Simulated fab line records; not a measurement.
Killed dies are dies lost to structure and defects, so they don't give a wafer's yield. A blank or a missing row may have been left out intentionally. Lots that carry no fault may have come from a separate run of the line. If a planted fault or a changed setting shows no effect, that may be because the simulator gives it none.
The tool behind it: which one? || flow n5_finfet || 8 lots, 24 wafers sampled, at 5 steps of a route of 1938

## WHAT THE GAUGES READ, wafer by wafer
N5_BEOL_M4_RC_MEAS_101.
{"lot": "L113", "measured": "day 8 00:08", "on": "prober-02", "DIBL_N (mV/V)": "36.6 35.5 36.9", "DIBL_P (mV/V)": "36.5 34.1 37.0", "IOFF_N (nA/um)": "0.169 0.153 0.187", "IOFF_N_85C (nA/um)": "3.3 3.0 3.5", "IOFF_N_LIN (nA/um)": "0.080 0.073 0.087", "IOFF_N_LONG (nA/um)": "5.67e-05 5.6e-05 5.62e-05", "IOFF_P (nA/um)": "0.20 0.18 0.21", "IOFF_P_85C (nA/um)": "3.5 3.2 3.7", "IOFF_P_LIN (nA/um)": "0.092 0.087 0.097", "IOFF_P_LONG (nA/um)": "9.8e-05 9.7e-05 9.9e-05", "ION_N (uA/um)": "686 669 699", "ION_P (uA/um)": "462 451 465", "SS_N (mV/dec)": "70.9 70.7 71.5", "SS_P (mV/dec)": "72.7 72.3 73.4", "VT_N (mV)": "248.1 248.6 246.2", "VT_N_LONG (mV)": "273.7 276.7 275.5", "VT_N_LVT (mV)": "96.5 97.7 94.9", "VT_P (mV)": "-253 -252 -252", "VT_P_LONG (mV)": "-273.7 -274.4 -276.0", "VT_P_LVT (mV)": "-100.8 -102.2 -100.8"}
{"lot": "L125", "measured": "day 10 23:44", "on": "prober-01", "DIBL_N (mV/V)": "35.9 38.3 35.1", "DIBL_P (mV/V)": "36.1 39.3 35.2", "IOFF_N (nA/um)": "0.030 0.041 0.027", "IOFF_N_85C (nA/um)": "0.8 1.0 0.7", "IOFF_N_LIN (nA/um)": "0.014 0.018 0.013", "IOFF_N_LONG (nA/um)": "2.69e-05 2.66e-05 2.65e-05", "IOFF_P (nA/um)": "0.34 0.44 0.32", "IOFF_P_85C (nA/um)": "5.5 6.8 5.2", "IOFF_P_LIN (nA/um)": "0.168 0.199 0.158", "IOFF_P_LONG (nA/um)": "0.000171 0.000173 0.000176", "ION_N (uA/um)": "570 590 564", "ION_P (uA/um)": "485 490 477", "SS_N (mV/dec)": "71.0 71.9 71.2", "SS_P (mV/dec)": "73.2 74.8 73.3", "VT_N (mV)": "295.4 293.7 297.4", "VT_N_LONG (mV)": "318.5 323.3 319.0", "VT_N_LVT (mV)": "146.3 142.3 147.1", "VT_P (mV)": "-238 -233 -238", "VT_P_LONG (mV)": "-257.8 -256.9 -261.1", "VT_P_LVT (mV)": "-85.8 -81.4 -85.8"}
{"lot": "L126", "measured": "day 11 15:20", "on": "prober-01", "DIBL_N (mV/V)": "35.8 35.5 37.7", "DIBL_P (mV/V)": "37.2 36.3 37.8", "IOFF_N (nA/um)": "0.029 0.027 0.034", "IOFF_N_85C (nA/um)": "0.8 0.7 0.9", "IOFF_N_LIN (nA/um)": "0.014 0.013 0.015", "IOFF_N_LONG (nA/um)": "2.66e-05 2.61e-05 2.65e-05", "IOFF_P (nA/um)": "0.37 0.34 0.42", "IOFF_P_85C (nA/um)": "5.8 5.4 6.4", "IOFF_P_LIN (nA/um)": "0.181 0.167 0.197", "IOFF_P_LONG (nA/um)": "0.000191 0.000187 0.000184", "ION_N (uA/um)": "579 576 572", "ION_P (uA/um)": "494 485 488", "SS_N (mV/dec)": "70.9 71.5 71.4", "SS_P (mV/dec)": "72.8 72.7 73.5", "VT_N (mV)": "295.6 296.7 293.1", "VT_N_LONG (mV)": "320.5 320.9 326.2", "VT_N_LVT (mV)": "144.7 146.0 142.7", "VT_P (mV)": "-233 -235 -231", "VT_P_LONG (mV)": "-253.1 -255.3 -255.6", "VT_P_LVT (mV)": "-82.1 -83.8 -80.1"}
{"lot": "L130", "measured": "day 12 02:36", "on": "prober-01", "DIBL_N (mV/V)": "36.4 34.9 35.2", "DIBL_P (mV/V)": "37.2 35.6 36.2", "IOFF_N (nA/um)": "0.175 0.147 0.153", "IOFF_N_85C (nA/um)": "3.4 3.0 3.0", "IOFF_N_LIN (nA/um)": "0.081 0.073 0.074", "IOFF_N_LONG (nA/um)": "5.67e-05 5.7e-05 5.71e-05", "IOFF_P (nA/um)": "0.22 0.19 0.19", "IOFF_P_85C (nA/um)": "3.9 3.4 3.5", "IOFF_P_LIN (nA/um)": "0.104 0.092 0.094", "IOFF_P_LONG (nA/um)": "0.000103 0.000104 0.000104", "ION_N (uA/um)": "676 683 682", "ION_P (uA/um)": "461 465 468", "SS_N (mV/dec)": "71.5 70.5 70.8", "SS_P (mV/dec)": "73.4 72.6 72.1", "VT_N (mV)": "248.3 248.1 249.0", "VT_N_LONG (mV)": "271.8 276.4 273.9", "VT_N_LVT (mV)": "96.6 96.8 97.5", "VT_P (mV)": "-248 -251 -251", "VT_P_LONG (mV)": "-276.8 -276.5 -274.3", "VT_P_LVT (mV)": "-97.4 -99.4 -98.5"}
{"lot": "L131", "measured": "day 11 22:14", "on": "prober-01", "DIBL_N (mV/V)": "35.6 35.3 37.2", "DIBL_P (mV/V)": "34.6 34.4 37.2", "IOFF_N (nA/um)": "0.142 0.139 0.175", "IOFF_N_85C (nA/um)": "2.8 2.8 3.4", "IOFF_N_LIN (nA/um)": "0.068 0.068 0.083", "IOFF_N_LONG (nA/um)": "5.54e-05 5.6e-05 5.62e-05", "IOFF_P (nA/um)": "0.17 0.17 0.21", "IOFF_P_85C (nA/um)": "3.1 3.0 3.6", "IOFF_P_LIN (nA/um)": "0.083 0.084 0.096", "IOFF_P_LONG (nA/um)": "9.3e-05 9.4e-05 9.5e-05", "ION_N (uA/um)": "658 671 675", "ION_P (uA/um)": "449 454 463", "SS_N (mV/dec)": "71.2 71.2 71.5", "SS_P (mV/dec)": "72.6 72.4 73.6", "VT_N (mV)": "251.1 253.0 246.6", "VT_N_LONG (mV)": "275.9 276.2 275.9", "VT_N_LVT (mV)": "100.6 100.0 94.7", "VT_P (mV)": "-254 -258 -252", "VT_P_LONG (mV)": "-279.9 -280.7 -276.9", "VT_P_LVT (mV)": "-102.8 -103.2 -100.4"}
{"lot": "L133", "measured": "day 12 22:25", "on": "prober-01", "DIBL_N (mV/V)": "39.8 38.6 38.2", "DIBL_P (mV/V)": "39.1 37.8 37.4", "IOFF_N (nA/um)": "0.201 0.186 0.171", "IOFF_N_85C (nA/um)": "3.8 3.5 3.3", "IOFF_N_LIN (nA/um)": "0.084 0.083 0.077", "IOFF_N_LONG (nA/um)": "5.39e-05 5.47e-05 5.34e-05", "IOFF_P (nA/um)": "0.26 0.25 0.23", "IOFF_P_85C (nA/um)": "4.4 4.2 4.0", "IOFF_P_LIN (nA/um)": "0.121 0.118 0.111", "IOFF_P_LONG (nA/um)": "0.000111 0.000116 0.000113", "ION_N (uA/um)": "667 684 666", "ION_P (uA/um)": "458 467 463", "SS_N (mV/dec)": "71.8 71.5 71.7", "SS_P (mV/dec)": "74.0 73.6 73.3", "VT_N (mV)": "250.8 249.1 248.9", "VT_N_LONG (mV)": "275.5 274.0 276.9", "VT_N_LVT (mV)": "99.3 100.3 101.1", "VT_P (mV)": "-245 -245 -247", "VT_P_LONG (mV)": "-270.4 -272.9 -271.3", "VT_P_LVT (mV)": "-98.3 -97.8 -98.1"}
{"lot": "L134", "measured": "day 13 15:14", "on": "prober-02", "DIBL_N (mV/V)": "35.1 36.0 35.1", "DIBL_P (mV/V)": "34.8 35.2 35.0", "IOFF_N (nA/um)": "0.137 0.146 0.142", "IOFF_N_85C (nA/um)": "2.7 2.9 2.8", "IOFF_N_LIN (nA/um)": "0.066 0.068 0.066", "IOFF_N_LONG (nA/um)": "5.98e-05 5.98e-05 5.98e-05", "IOFF_P (nA/um)": "0.19 0.20 0.20", "IOFF_P_85C (nA/um)": "3.4 3.4 3.4", "IOFF_P_LIN (nA/um)": "0.093 0.095 0.096", "IOFF_P_LONG (nA/um)": "0.000112 0.00011 0.000113", "ION_N (uA/um)": "665 666 662", "ION_P (uA/um)": "460 455 456", "SS_N (mV/dec)": "70.9 71.1 70.9", "SS_P (mV/dec)": "73.0 72.9 72.6", "VT_N (mV)": "250.8 251.1 248.0", "VT_N_LONG (mV)": "271.1 270.1 272.4", "VT_N_LVT (mV)": "99.8 100.3 99.1", "VT_P (mV)": "-250 -250 -248", "VT_P_LONG (mV)": "-272.5 -273.5 -274.2", "VT_P_LVT (mV)": "-99.7 -100.1 -98.6"}
{"lot": "L136", "measured": "day 13 18:05", "on": "prober-01", "DIBL_N (mV/V)": "37.4 40.3 36.6", "DIBL_P (mV/V)": "35.5 38.7 33.9", "IOFF_N (nA/um)": "0.158 0.217 0.146", "IOFF_N_85C (nA/um)": "3.1 4.0 2.9", "IOFF_N_LIN (nA/um)": "0.075 0.095 0.067", "IOFF_N_LONG (nA/um)": "5.94e-05 5.89e-05 5.83e-05", "IOFF_P (nA/um)": "0.23 0.30 0.22", "IOFF_P_85C (nA/um)": "4.1 5.0 3.8", "IOFF_P_LIN (nA/um)": "0.113 0.136 0.107", "IOFF_P_LONG (nA/um)": "0.000115 0.000116 0.000114", "ION_N (uA/um)": "674 691 656", "ION_P (uA/um)": "466 465 458", "SS_N (mV/dec)": "71.0 72.4 71.6", "SS_P (mV/dec)": "73.2 73.9 72.1", "VT_N (mV)": "249.3 245.3 254.2", "VT_N_LONG (mV)": "276.0 272.2 275.9", "VT_N_LVT (mV)": "98.9 94.3 101.8", "VT_P (mV)": "-247 -242 -247", "VT_P_LONG (mV)": "-270.7 -272.9 -273.2", "VT_P_LVT (mV)": "-95.2 -92.6 -96.7"}

## WHICH TOOL RAN EACH LOT (tool, then ch and the chambers of the sampled wafers, then the start)
{"lot": "L113", "N5_HKMG_FIN_NWFM_ALD_20": "ald_metal-01 ch 1,2,3, day 4 03:38", "N5_HKMG_FIN_ALD_71": "ald_metal-01 ch 1,2,3, day 4 03:44", "N5_HKMG_FIN_ETCHBACK_68": "rie_metal-03 ch 0,1, day 4 04:17", "N5_HKMG_FIN_STRIP_69": "plasma_asher-01 ch 0,1, day 4 04:26"}
{"lot": "L125", "N5_HKMG_FIN_NWFM_ALD_20": "ald_metal-01 ch 0,1,3, day 7 06:11", "N5_HKMG_FIN_ALD_71": "ald_metal-01 ch 0,1,3, day 7 06:17", "N5_HKMG_FIN_ETCHBACK_68": "rie_metal-03 ch 0, day 7 06:52", "N5_HKMG_FIN_STRIP_69": "plasma_asher-02 ch 1, day 7 07:00"}
{"lot": "L126", "N5_HKMG_FIN_NWFM_ALD_20": "ald_metal-04 ch 0,2,3, day 7 12:28", "N5_HKMG_FIN_ALD_71": "ald_metal-04 ch 0,2,3, day 7 12:34", "N5_HKMG_FIN_ETCHBACK_68": "rie_metal-03 ch 0,1, day 7 13:10", "N5_HKMG_FIN_STRIP_69": "plasma_asher-02 ch 0,1, day 7 13:20"}
{"lot": "L130", "N5_HKMG_FIN_NWFM_ALD_20": "ald_metal-01 ch 0,1,3, day 8 10:34", "N5_HKMG_FIN_ALD_71": "ald_metal-01 ch 0,1,3, day 8 10:40", "N5_HKMG_FIN_ETCHBACK_68": "rie_metal-02 ch 0, day 8 11:19", "N5_HKMG_FIN_STRIP_69": "plasma_asher-02 ch 0, day 8 11:27"}
{"lot": "L131", "N5_HKMG_FIN_NWFM_ALD_20": "ald_metal-01 ch 1,2,3, day 8 16:11", "N5_HKMG_FIN_ALD_71": "ald_metal-01 ch 1,2,3, day 8 16:17", "N5_HKMG_FIN_ETCHBACK_68": "rie_metal-03 ch 0, day 8 16:50", "N5_HKMG_FIN_STRIP_69": "plasma_asher-01 ch 0,1, day 8 17:06"}
{"lot": "L133", "N5_HKMG_FIN_NWFM_ALD_20": "ald_metal-01 ch 1,3, day 9 04:47", "N5_HKMG_FIN_ALD_71": "ald_metal-01 ch 1,3, day 9 04:53", "N5_HKMG_FIN_ETCHBACK_68": "rie_metal-03 ch 1, day 9 05:26", "N5_HKMG_FIN_STRIP_69": "plasma_asher-01 ch 0,1, day 9 05:35"}
{"lot": "L134", "N5_HKMG_FIN_NWFM_ALD_20": "ald_metal-01 ch 0,1,3, day 9 15:25", "N5_HKMG_FIN_ALD_71": "ald_metal-01 ch 0,1,3, day 9 15:31", "N5_HKMG_FIN_ETCHBACK_68": "rie_metal-03 ch 1, day 9 16:05", "N5_HKMG_FIN_STRIP_69": "plasma_asher-01 ch 0,1, day 9 16:13"}
{"lot": "L136", "N5_HKMG_FIN_NWFM_ALD_20": "ald_metal-01 ch 0,3, day 10 04:33", "N5_HKMG_FIN_ALD_71": "ald_metal-01 ch 0,3, day 10 04:39", "N5_HKMG_FIN_ETCHBACK_68": "rie_metal-01 ch 0,1, day 10 05:13", "N5_HKMG_FIN_STRIP_69": "plasma_asher-02 ch 0,1, day 10 05:21"}
- N5_HKMG_FIN_NWFM_ALD_20: deposits TiAlC, target thk 2 nm, pulse time 3 s, purge time 2 s.
- N5_HKMG_FIN_ALD_71: deposits TiN, target thk 1 nm, pulse time 1 s, purge time 3 s.
- N5_HKMG_FIN_ETCHBACK_68: etches the open film in Cl2/Ar, stops on HfO2, target depth 0.5 nm.
- N5_HKMG_FIN_STRIP_69: strips in N2/H2, time 360 s.

## WHAT THE TOOLS THEMSELVES READ (means of the sampled wafers that have a number; where no wafer has one, the mark that the record gives instead)
N5_HKMG_FIN_NWFM_ALD_20.
{"lot": "L113", "tool": "ald_metal-01", "chamber_pressure_Torr (Torr)": 3.002, "heater_power_w (W)": 462, "precursor_pulse_height_rel": 1.012}
{"lot": "L125", "tool": "ald_metal-01", "chamber_pressure_Torr (Torr)": 2.999, "heater_power_w (W)": 421, "precursor_pulse_height_rel": 1.005}
{"lot": "L126", "tool": "ald_metal-04", "chamber_pressure_Torr (Torr)": 3.002, "heater_power_w (W)": 512, "precursor_pulse_height_rel": 0.978}
{"lot": "L130", "tool": "ald_metal-01", "chamber_pressure_Torr (Torr)": 3.000, "heater_power_w (W)": 431, "precursor_pulse_height_rel": 0.988}
{"lot": "L131", "tool": "ald_metal-01", "chamber_pressure_Torr (Torr)": 3.000, "heater_power_w (W)": 463, "precursor_pulse_height_rel": 0.999}
{"lot": "L133", "tool": "ald_metal-01", "chamber_pressure_Torr (Torr)": 3.010, "heater_power_w (W)": 494, "precursor_pulse_height_rel": 1.000}
{"lot": "L134", "tool": "ald_metal-01", "chamber_pressure_Torr (Torr)": 3.004, "heater_power_w (W)": 433, "precursor_pulse_height_rel": 0.982}
{"lot": "L136", "tool": "ald_metal-01", "chamber_pressure_Torr (Torr)": 2.997, "heater_power_w (W)": 488, "precursor_pulse_height_rel": 0.984}

N5_HKMG_FIN_ALD_71.
{"lot": "L113", "tool": "ald_metal-01", "chamber_pressure_Torr (Torr)": 2.998, "heater_power_w (W)": 825, "precursor_pulse_height_rel": 0.993}
{"lot": "L125", "tool": "ald_metal-01", "chamber_pressure_Torr (Torr)": "-", "heater_power_w (W)": "-", "precursor_pulse_height_rel": "-"}
{"lot": "L126", "tool": "ald_metal-04", "chamber_pressure_Torr (Torr)": "-", "heater_power_w (W)": "-", "precursor_pulse_height_rel": "-"}
{"lot": "L130", "tool": "ald_metal-01", "chamber_pressure_Torr (Torr)": 3.000, "heater_power_w (W)": 761, "precursor_pulse_height_rel": 1.016}
{"lot": "L131", "tool": "ald_metal-01", "chamber_pressure_Torr (Torr)": 3.003, "heater_power_w (W)": 818, "precursor_pulse_height_rel": 1.013}
{"lot": "L133", "tool": "ald_metal-01", "chamber_pressure_Torr (Torr)": 3.000, "heater_power_w (W)": 871, "precursor_pulse_height_rel": 1.008}
{"lot": "L134", "tool": "ald_metal-01", "chamber_pressure_Torr (Torr)": 2.998, "heater_power_w (W)": 769, "precursor_pulse_height_rel": 1.002}
{"lot": "L136", "tool": "ald_metal-01", "chamber_pressure_Torr (Torr)": 2.999, "heater_power_w (W)": 866, "precursor_pulse_height_rel": 1.003}

N5_HKMG_FIN_ETCHBACK_68.
{"lot": "L113", "tool": "rie_metal-03", "drypump_motor_current_A (A)": 5.9, "oes_product_au (a.u.)": 0.61, "throttle_valve_pct (%)": 21.06}
{"lot": "L125", "tool": "rie_metal-03", "drypump_motor_current_A (A)": 5.5, "oes_product_au (a.u.)": 0.61, "throttle_valve_pct (%)": 20.73}
{"lot": "L126", "tool": "rie_metal-03", "drypump_motor_current_A (A)": 6.0, "oes_product_au (a.u.)": 0.60, "throttle_valve_pct (%)": 21.08}
{"lot": "L130", "tool": "rie_metal-02", "drypump_motor_current_A (A)": 4.8, "oes_product_au (a.u.)": 0.79, "throttle_valve_pct (%)": 20.70}
{"lot": "L131", "tool": "rie_metal-03", "drypump_motor_current_A (A)": 5.5, "oes_product_au (a.u.)": 0.60, "throttle_valve_pct (%)": 20.75}
{"lot": "L133", "tool": "rie_metal-03", "drypump_motor_current_A (A)": 6.2, "oes_product_au (a.u.)": 0.99, "throttle_valve_pct (%)": 20.88}
{"lot": "L134", "tool": "rie_metal-03", "drypump_motor_current_A (A)": 6.1, "oes_product_au (a.u.)": 0.98, "throttle_valve_pct (%)": 20.88}
{"lot": "L136", "tool": "rie_metal-01", "drypump_motor_current_A (A)": 6.1, "oes_product_au (a.u.)": 0.68, "throttle_valve_pct (%)": 20.71}

N5_HKMG_FIN_STRIP_69.
{"lot": "L113", "tool": "plasma_asher-01", "drypump_motor_current_A (A)": 6.4, "heater_power_w (W)": 453}
{"lot": "L125", "tool": "plasma_asher-02", "drypump_motor_current_A (A)": 4.9, "heater_power_w (W)": 546}
{"lot": "L126", "tool": "plasma_asher-02", "drypump_motor_current_A (A)": 5.2, "heater_power_w (W)": 505}
{"lot": "L130", "tool": "plasma_asher-02", "drypump_motor_current_A (A)": 5.7, "heater_power_w (W)": 451}
{"lot": "L131", "tool": "plasma_asher-01", "drypump_motor_current_A (A)": 6.3, "heater_power_w (W)": 458}
{"lot": "L133", "tool": "plasma_asher-01", "drypump_motor_current_A (A)": 6.4, "heater_power_w (W)": 459}
{"lot": "L134", "tool": "plasma_asher-01", "drypump_motor_current_A (A)": 6.3, "heater_power_w (W)": 454}
{"lot": "L136", "tool": "plasma_asher-02", "drypump_motor_current_A (A)": 5.5, "heater_power_w (W)": 482}

## THE ANSWER, worked out from the rows above alone
Rule: the lots themselves supply what counts as usual. The widest of any qualifying gaps counts: lots, ordered by their means at a reading, are off when they make up no more than a third of the lots, leave a main group of 4 or more, and stand apart from it by 3 or more times the standard deviation of that group's means. The tables above print the reading to a certain number of digits; a main group whose means all agree to those digits is not used. A lot without any number at a reading at which 4 lots or more have one is off too. Where the step has rows for the other lots, those lots are counted as sound. Order of review: gauges by route order, followed by the tools' own readings, for which a lot's mean as printed above is used. The first step at which some lot is off is used, and at that step the reading that is off furthest; a lot without a number counts as furthest.
Off: L125, L126, seen at N5_BEOL_M4_RC_MEAS_101 (VT_N). The main group: mean 249.2 mV, standard deviation 0.91.
A tool fits if, at a process step before that reading, it ran every lot that is off, and no sound lot after the first of them. The gauges at N5_BEOL_M4_RC_MEAS_101 aren't tried: what is off there is off at N5_HKMG_FIN_ALD_71 too, on other tools, and a gauge's error can't cause that. Of those tried, none fits.

## WHAT HAD BEEN PUT IN BY THE SIMULATOR
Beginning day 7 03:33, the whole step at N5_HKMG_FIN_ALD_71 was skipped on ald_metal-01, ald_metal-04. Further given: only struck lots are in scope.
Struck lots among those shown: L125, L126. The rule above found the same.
